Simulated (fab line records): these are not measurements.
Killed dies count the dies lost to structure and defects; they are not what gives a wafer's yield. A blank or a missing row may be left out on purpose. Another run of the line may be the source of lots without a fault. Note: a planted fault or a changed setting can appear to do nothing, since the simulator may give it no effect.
A lot that was struck, set against a sound lot	flow nand-harc	15 steps out of a route of 1302
Sound: these wafers, L364.1, L364.5, L364.6. Struck: wafers L375.3, L375.4, L375.6. The cause is named last.
Each step with rows lists, per side, the tool, then ch with its chambers, then its first start. Under that, the readings that differ: sound wafers	struck wafers	difference of the means	sigmas: that difference in standard deviations of wafers without a fault.
alike: readings whose means differ by less than 2 such deviations, and words and numbers that are the same on both sides. not compared: withheld readings, readings that some wafer has no value for, bounds like >300 that may hide the same value, and numbers for which the record gives no deviation and whose values overlap.
Wherever a step has rows on one side only, a row that says differs or no value, or a row with sigmas, the two part there. Numbers that don't overlap but have no deviation are shown without sigmas and don't part them. Lack of a reading on every wafer of one side parts them only where that side has two or more wafers.

first, 6 steps without rows for these wafers: NHARC_A_DECK1_JOINT_ETCH_18 (etches SiO2 in dHF, target depth 3 nm); NHARC_A_DECK1_JOINT_WET_08 (chemistry H3PO4, time 86 s); NHARC_A_DECK1_JOINT_ETCH_09 (etches SiO2 in dHF, target depth 5 nm); NHARC_A_DECK1_JOINT_WET_10 (chemistry H3PO4, time 86 s); NHARC_A_DECK1_JOINT_ETCH_11 (etches SiO2 in dHF, target depth 35 nm); NHARC_A_DECK1_JOINT_CVD_12 (deposits poly-Si, target thk 90 nm, time 1800 s).
NHARC_A_DECK1_JOINT_CMP_13: polishes, target thk 51.023 nm.
  sound on cmp-03 ch 0,1,3, day 14 01:41; struck on cmp-03 ch 2,3, day 19 01:14
  alike: motor-current-A, retaining-ring-pressure-frac, slurry-filter-dp-kPa, slurry-flow-ml-min, time-to-endpoint-s
NHARC_A_DECK1_JOINT_THK_MEAS_14: measures by ellipsometry.
  struck on film-metro-01, day 19 01:29; sound on film-metro-02, day 14 01:52
  alike: thk-nm
next, for these wafers, 1 step has no rows: NHARC_A_DECK1_JOINT_SRD_04.
NHARC_A_DECK1_JOINT_ETCHBACK_00: etches the open film in HBr, target depth 30 nm, time 17.4 s.
  sound on rie-si-06 ch 0,1,3, day 14 02:02; struck on rie-si-03 ch 0,2, day 19 01:37
  alike: bias-w, drypump-motor-current-A, oes-product-au, throttle-valve-pct
  not compared: rf-hours-counter-h
then, 2 steps without rows for these wafers: NHARC_A_DECK1_JOINT_PRECLEAN_30 (cleans in SC1); NHARC_A_DECK1_JOINT_SRD_31.
NHARC_A_DECK1_JOINT_CVD_34: deposits SiNx, target thk 20 nm.
  sound on lpcvd-01 ch 1, day 14 05:23; struck on lpcvd-01 ch 1, day 19 04:59
  no value came back on the struck wafers for pressure-mtorr (mTorr), spike-tc-bottom-C (C), susceptor-temp-C (C), zone-power-upper-pct (%); on the sound wafers pressure-mtorr (mTorr) reads 299.8 299.8 299.9
then, 1 step without rows for these wafers: NHARC_A_DECK1_JOINT_DEP_06 (deposits SiOx, target thk 80 nm).
-- jump in the record: it breaks off in module A_DECK1_JOINT and resumes in module END (first step shown: number 1302 of the route), and 14 days separate the struck wafers' starts before and after --
NHARC_END_SORT_01:
  here the record holds rows for the struck wafers (prober-02 ch 0, day 33 07:54) but none for the sound ones

== WHERE THEY PART ==
First at NHARC_A_DECK1_JOINT_CVD_34; last, within this record, at NHARC_END_SORT_01.

WHY: what the simulator had put in
Beginning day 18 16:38, the whole step at NHARC_A_DECK1_JOINT_CVD_34 was skipped on lpcvd-01. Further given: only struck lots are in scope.
